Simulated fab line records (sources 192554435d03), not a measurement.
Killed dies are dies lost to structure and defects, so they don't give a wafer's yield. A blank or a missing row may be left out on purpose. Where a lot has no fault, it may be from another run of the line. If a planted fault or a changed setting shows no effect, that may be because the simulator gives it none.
Comparing a struck lot with a sound one -- flow n5Finfet -- 31 out of 1938 route steps
Sound: wafers L885.1, L885.5, L885.6. Struck: wafers L881.1, L881.3. The cause is given at the end.
Order at every step that has rows: each side's tool, ch and its chambers, its first start. Under that, the readings that differ: sound wafers -- struck wafers -- difference of the means -- sigmas: that difference in standard deviations of wafers without a fault.
alike: a reading whose means differ by less than 2 such deviations, as well as words and numbers matching on both sides. not compared: withheld readings; readings where some wafer has no value; bounds like >300 that might hide an equal value; numbers whose values overlap and for which the record gives no deviation.
Wherever a step has rows on one side only, a row that says differs or no value, or a row with sigmas, the two part there. Numbers that don't overlap but have no deviation are shown without sigmas and don't part them. A reading that every wafer of one side lacks parts them only if that side has two wafers or more.

first, 4 steps without rows for these wafers: N5_FIN_SAQP_PRECLEAN_42 (cleans in O3/DIW, time 60 s); N5_FIN_SAQP_PRECLEAN_00 (cleans in SC1, time 60 s); N5_FIN_SAQP_PRECLEAN_44 (cleans in SC2, time 45 s); N5_FIN_SAQP_SRD_01 (time 30 s).
N5_FIN_SAQP_ALD_61: deposits SiO2, target thk 4 nm, pulse time 1 s, purge time 2 s.
  sound on aldSin-02 ch 1,2,3, day 6 02:26; struck on aldSin-04 ch 1,2, day 5 03:13
  alike: heaterPowerW, precursorPulseHeightRel
  not compared: sinceWetCleanH
N5_FIN_SAQP_DENSIFY_62: time 60 s.
  sound on rtpAnneal-02 ch 0, day 6 02:39; struck on rtpAnneal-01 ch 0, day 5 03:25
reading,sound,struck,difference,sigmas
lamp_zone_7_pct (%),10.267 10.258 10.243,10.293 10.281,+0.031,+2
  alike: lampPowerPct, lamp_zone_4_pct, wafer_temp_C_max
then, 1 step without rows for these wafers: N5_FIN_SAQP_HM_DEP_03 (deposits SiNx from SiH4/NH3/N2, target thk 38 nm, time 33.6 s).
N5_FIN_SAQP_THK_MEAS_05:
  sound on filmMetro-02, day 6 02:58; struck on filmMetro-01, day 5 03:43
  alike: thkNm
then, 1 step without rows for these wafers: N5_FIN_SAQP_PECVD_47 (deposits a-Si from SiH4/He, target thk 45 nm, time 36.3 s).
N5_FIN_SAQP_PECVD_48: deposits SiNx from SiH4/NH3/N2, target thk 25 nm, time 22.1 s.
  sound on pecvd-04 ch 0,2, day 6 03:02; struck on pecvd-01 ch 1,2, day 5 03:47
  alike: heaterPowerW, showerheadPlenumPTorr, throttleValvePct
  not compared: sinceWetCleanH
N5_FIN_SAQP_PECVD_06: deposits a-Si from SiH4/He, target thk 60 nm, time 48.1 s.
  sound on pecvd-04 ch 0,2, day 6 03:05; struck on pecvd-01 ch 1,2, day 5 03:50
  alike: heaterPowerW, showerheadPlenumPTorr, throttleValvePct
  not compared: sinceWetCleanH
N5_FIN_SAQP_THK_MEAS_07:
  sound on filmMetro-02, day 6 03:10; struck on filmMetro-01, day 5 03:55
  alike: thkNm
N5_FIN_SAQP_HM_DEP_72: deposits SiO2 from SiH4/N2O, target thk 12 nm, time 7.2 s.
  sound on pecvd-01 ch 0,2, day 6 03:12; struck on pecvd-04 ch 1,2, day 5 03:58
reading,sound,struck,difference,sigmas
model.SiO2_of_FIN_SAQP_HM_DEP_72.thkNm (nm),11.79 12.09 11.92,9.039 8.929,-2.949,
  alike: heaterPowerW, showerheadPlenumPTorr
  not compared: sinceWetCleanH
then, 8 steps without rows for these wafers: N5_FIN_SAQP_COAT_49 (time 60 s, resist thk 100 nm); N5_FIN_SAQP_COAT_50 (time 60 s, resist thk 35 nm); N5_FIN_SAQP_COAT_10 (resist thk 90 nm); N5_FIN_SAQP_EBR_12; N5_FIN_SAQP_SOFTBAKE_11 (time 60 s); N5_FIN_SAQP_EXPOSE_13 (exposes mask FIN CORE, target cd 35.6 nm); N5_FIN_SAQP_PEB_14 (peb time 60 s); N5_FIN_SAQP_DEVELOP_15 (develop time 30 s).
N5_FIN_SAQP_CD_MEAS_16: the cd target is 35.6 nm.
  sound on cdSem-02 ch 0, day 6 03:39; struck on cdSem-03 ch 0, day 5 04:25
  alike: cdNm
N5_FIN_SAQP_OVL_MEAS_17:
  sound on overlay-01 ch 0, day 6 03:41; struck on overlay-02 ch 0, day 5 04:27
  alike: FIN_CORE_OVL
N5_FIN_SAQP_INSPECT_18: inspects for defects (brightfield).
  sound on defectInspect-01, day 6 03:43; struck on defectInspect-01, day 5 04:28
  alike: rawDefectCount
N5_FIN_SAQP_DESCUM_21: chemistry O2, time 7.9 s.
  sound on rieDiel-01 ch 0,3, day 6 03:45; struck on rieDiel-01 ch 1,3, day 5 04:31
  alike: drypumpMotorCurrentA, oesProductAu, rfVppV, showerheadPlenumPTorr, throttleValvePct
  not compared: rfHoursCounterH
then, 3 steps without rows for these wafers: N5_FIN_SAQP_ETCH_51 (etches SiARC in CF4, target depth 45.5 nm, time 75.8 s); N5_FIN_SAQP_ETCH_52 (etches SOC in N2/H2, target depth 100 nm, overetch 20 nm, time 150 s); N5_FIN_SAQP_STRIP_53 (strips in N2/H2).
N5_FIN_SAQP_HM_OPEN_73: chemistry CHF3/O2, target SiO2, stops on a-Si, target depth 12 nm, time 16.8 s.
  sound on rieDiel-01 ch 0,3, day 6 03:57; struck on rieDiel-01 ch 1,3, day 5 04:43
reading,sound,struck,difference,sigmas
model.etch.depthNm (nm),11.79 12.09 11.92,9.039 8.929,-2.949,
  alike: drypumpMotorCurrentA, oesProductAu, rfVppV, showerheadPlenumPTorr, throttleValvePct
  not compared: rfHoursCounterH
then, 2 steps without rows for these wafers: N5_FIN_SAQP_STRIP_74 (strips in CHF3/O2); N5_PASSIVATION_PROBE_49.

WHERE THEY PART
N5_FIN_SAQP_DENSIFY_62 only, going by this record. Later steps at which nothing parts them and some readings are alike: N5_FIN_SAQP_THK_MEAS_05, N5_FIN_SAQP_PECVD_48, N5_FIN_SAQP_PECVD_06, N5_FIN_SAQP_THK_MEAS_07, N5_FIN_SAQP_HM_DEP_72, N5_FIN_SAQP_CD_MEAS_16, N5_FIN_SAQP_OVL_MEAS_17, N5_FIN_SAQP_INSPECT_18, N5_FIN_SAQP_DESCUM_21, N5_FIN_SAQP_HM_OPEN_73.

WHY: what had been put in by the simulator
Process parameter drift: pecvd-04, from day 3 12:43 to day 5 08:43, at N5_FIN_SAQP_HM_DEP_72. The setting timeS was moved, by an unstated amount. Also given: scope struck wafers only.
